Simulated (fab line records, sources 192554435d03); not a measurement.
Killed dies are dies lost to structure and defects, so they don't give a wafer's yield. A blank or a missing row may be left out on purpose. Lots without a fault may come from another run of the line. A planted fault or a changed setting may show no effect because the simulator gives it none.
Chamber matching | flow n5_finfet | N5_BEOL_M4_ETCHBACK_99 on rie_diel-03: 4 sister chambers
The step etches SiO2 in CHF3, target depth 5 nm, time 10.4 s. 14 wafers are shown with their chamber, then 7 later ones without.

WAFERS WITH THEIR CHAMBER
wafer  | chamber | drypump_motor_current_A (A) | showerhead_plenum_p_Torr (Torr) | rf_vpp_V (V)
L077.1 | 3       | 6.2                         | 2.11                            | 243.6
L077.4 | 2       | 5.8                         | 2.13                            | 239.2
L077.6 | 1       | 6.0                         | 2.12                            | 242.0
L076.1 | 0       | 5.5                         | 2.21                            | 235.6
L076.4 | 0       | 5.5                         | 2.21                            | 238.5
L076.5 | 3       | 6.1                         | 2.11                            | 242.3
L082.3 | 1       | 6.0                         | 2.11                            | 243.0
L082.4 | 0       | 5.5                         | 2.21                            | 237.2
L082.5 | 2       | 5.8                         | 2.12                            | 239.3
L088.3 | 2       | 5.8                         | 2.12                            | 241.9
L088.4 | 2       | 5.8                         | 2.12                            | 240.9
L088.5 | 3       | 6.1                         | 2.10                            | 244.6
L090.1 | 2       | 5.8                         | 2.12                            | 240.4
L090.2 | 0       | 5.5                         | 2.20                            | 236.6

SIGNATURES (means of the wafers above)
reading                  | chamber 0 | chamber 1 | chamber 2 | chamber 3 | scatter within a chamber
drypump_motor_current_A  | 5.500     | 6.000     | 5.800     | 6.133     | 0.0258
showerhead_plenum_p_Torr | 2.2075    | 2.1150    | 2.1220    | 2.1067    | 0.00521
rf_vpp_V                 | 236.975   | 242.500   | 240.340   | 243.500   | 1.13
Rule: a wafer's distance from a chamber is the root of the sum, over the readings, of the square of ((its reading less the chamber's mean) divided by the reading's scatter). The wafer belongs to the nearest chamber; if the next one is less than 2 further off, it can't be placed. The scatter: the root of (the sum of the squares of (reading less its chamber's mean) over the shown wafers, divided by (wafers less chambers)).

WAFERS WITHOUT THEIR CHAMBER
wafer  | drypump_motor_current_A (A) | showerhead_plenum_p_Torr (Torr) | rf_vpp_V (V)
L090.3 | 6.1                         | 2.10                            | 242.9
L096.1 | 6.0                         | 2.11                            | 241.7
L096.2 | 5.8                         | 2.12                            | 240.1
L096.6 | 6.1                         | 2.10                            | 244.5
L097.1 | 5.5                         | 2.20                            | 237.3
L097.2 | 6.1                         | 2.10                            | 242.9
L097.4 | 5.8                         | 2.11                            | 240.8

WHICH CHAMBER EACH WENT THROUGH
wafer  | from the rows above | in truth
L090.3 | 3                   | 3
L096.1 | 1                   | 1
L096.2 | 2                   | 2
L096.6 | 3                   | 3
L097.1 | 0                   | 0
L097.2 | 3                   | 3
L097.4 | 2                   | 2
Placed correctly: 7 of 7. Can't be placed from these rows: 0. Placed wrongly: 0.
